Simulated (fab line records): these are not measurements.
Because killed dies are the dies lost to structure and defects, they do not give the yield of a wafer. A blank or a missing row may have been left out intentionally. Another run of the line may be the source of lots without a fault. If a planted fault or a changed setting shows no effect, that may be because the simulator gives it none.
Struck lot and sound lot, side by side    flow nand harc    15 out of 1302 route steps
Sound: wafers L144.1, L144.3, L144.4. The struck wafers were L142.1, L142.4, L142.6. The cause is named last.
Each step with rows lists, per side, the tool, then ch with its chambers, then its first start. Under that, the readings that differ: sound wafers    struck wafers    difference of the means    sigmas: that difference in standard deviations of wafers without a fault.
alike: words and numbers the same on both sides, and readings whose means are apart by under 2 such deviations; not compared: readings that were withheld, readings missing a value for some wafer, numbers with overlapping values and no deviation given by the record, and bounds like >300 which may hide the same value.
The two part at a step that has a row with sigmas, a row that says differs or no value, or rows on one side only. Non-overlapping numbers with no deviation appear without sigmas and do not part them. A reading missing from all wafers of one side parts the sides only when that side holds two or more wafers.

first, 2 steps without rows for these wafers: NHARC_A_CONTACT_PEB_67 (peb time 65 s); NHARC_A_CONTACT_DEVELOP_68 (develop time 35 s).
NHARC_A_CONTACT_CD_MEAS_69: target cd 300 nm.
  sound on cd sem-01 ch 0, day 29 22:28; struck on cd sem-02 ch 0, day 29 18:07
  alike: cd nm
NHARC_A_CONTACT_OVL_MEAS_70:
  struck on overlay-02, day 29 18:12; sound on overlay-01, day 29 22:33
reading            sound        struck       difference  sigmas
overlay y nm (nm)  1.0 0.9 0.9  2.4 2.6 3.1  +1.8        +2
  alike: overlay x nm
NHARC_A_CONTACT_INSPECT_71:
  struck on defect inspect-01, day 29 18:14; sound on defect inspect-02, day 29 22:35
  alike: raw defect count
NHARC_A_CONTACT_DESCUM_74: chemistry O2, time 3 s.
  sound on rie diel-03 ch 0,2,3, day 29 22:38; struck on rie diel-12 ch 1,3, day 29 18:20
  alike: drypump motor current A, oes product au, rf vpp V, showerhead plenum p Torr, throttle valve pct
  not compared: rf hours counter h
NHARC_A_CONTACT_ETCH_75: etches the open film in CF4, target depth 39 nm, time 65 s.
  sound on rie diel-03 ch 0,1,2, day 29 22:47; struck on rie diel-12 ch 1,3, day 29 18:37
reading     sound           struck             difference  sigmas
bias w (W)  99.9 99.7 99.6  100.2 100.8 100.1  +0.6        +2
  alike: cf4 flow sccm, drypump motor current A, oes product au, rf vpp V, showerhead plenum p Torr, throttle valve pct
  not compared: rf hours counter h
then, 1 step without rows for these wafers: NHARC_A_CONTACT_ETCH_76 (etches the open film in N2/H2, target depth 260 nm, time 475.3 s).
NHARC_A_CONTACT_ETCH_77: etches the open film in CF4/CHF3, target depth 108.9 nm, time 54.5 s.
  sound on rie diel-03 ch 1,2,3; struck on rie diel-12 ch 0,1,3
  alike: bias w, cf4 flow sccm, chf3 flow sccm, drypump motor current A, oes product au, rf vpp V, showerhead plenum p Torr, throttle valve pct
  not compared: rf hours counter h
then, 1 step without rows for these wafers: NHARC_A_CONTACT_ETCH_78 (etches the open film in O2/COS, target depth 5300 nm, time 1378 s).
NHARC_A_CONTACT_ETCH_124: etches the open film in C4F8/O2/Ar, time 140 s, target depth 700 nm.
  sound on har cap etch-03 ch 0,1, day 30 00:22; struck on har cap etch-02 ch 0,1, day 29 20:07
  alike: chamber pressure mTorr, oes air line au
  not compared: rf hours counter h
NHARC_A_CONTACT_ETCH_125: etches the open film in C4F8/O2/Ar, time 197 s, target depth 1918 nm.
  sound on har cap etch-03 ch 0,1, day 30 00:35; struck on har cap etch-02 ch 0,1, day 29 20:18
  alike: chamber pressure mTorr, oes air line au
  not compared: rf hours counter h
NHARC_A_CONTACT_ETCH_126: etches the open film in C4F8/O2/Ar, time 197 s, target depth 1918 nm.
  sound on har cap etch-03 ch 0,1, day 30 00:45; struck on har cap etch-02 ch 0,1, day 29 20:29
  no value came back on the struck wafers for chamber pressure mTorr (mTorr), oes air line au (a.u.); on the sound wafers chamber pressure mTorr (mTorr) reads 20.027 20.005 19.998
  not compared: rf hours counter h
then, 1 step without rows for these wafers: NHARC_A_CONTACT_ETCH_127 (etches the open film in C4F8/O2/Ar, time 197 s, target depth 1918 nm).
-- the record jumps here: 2 days lie between the struck wafers' starts before and after (it left off in module A_CONTACT and takes up again in module END, whose first step shown is number 1302 of the route) --
NHARC_END_SORT_01:
  sound on prober-01 ch 0, day 32 15:44; struck on prober-01 ch 0, day 32 07:54
reading          sound     struck                                                                difference                    sigmas
hold             - - -     await dispo/3.0h/scrap await dispo/3.0h/scrap await dispo/3.0h/scrap  no value on the sound wafers  
killed at array  58 42 60  667 671 670                                                           +616                          +34
killed dies      59 45 65  677 677 677                                                           +621                          +33
  alike: killed at other, killed at periphery, killed open, killed short

== WHERE THEY PART ==
At NHARC_A_CONTACT_OVL_MEAS_70 first; at NHARC_END_SORT_01 last (within this record only).

WHY: whatever the simulator had introduced
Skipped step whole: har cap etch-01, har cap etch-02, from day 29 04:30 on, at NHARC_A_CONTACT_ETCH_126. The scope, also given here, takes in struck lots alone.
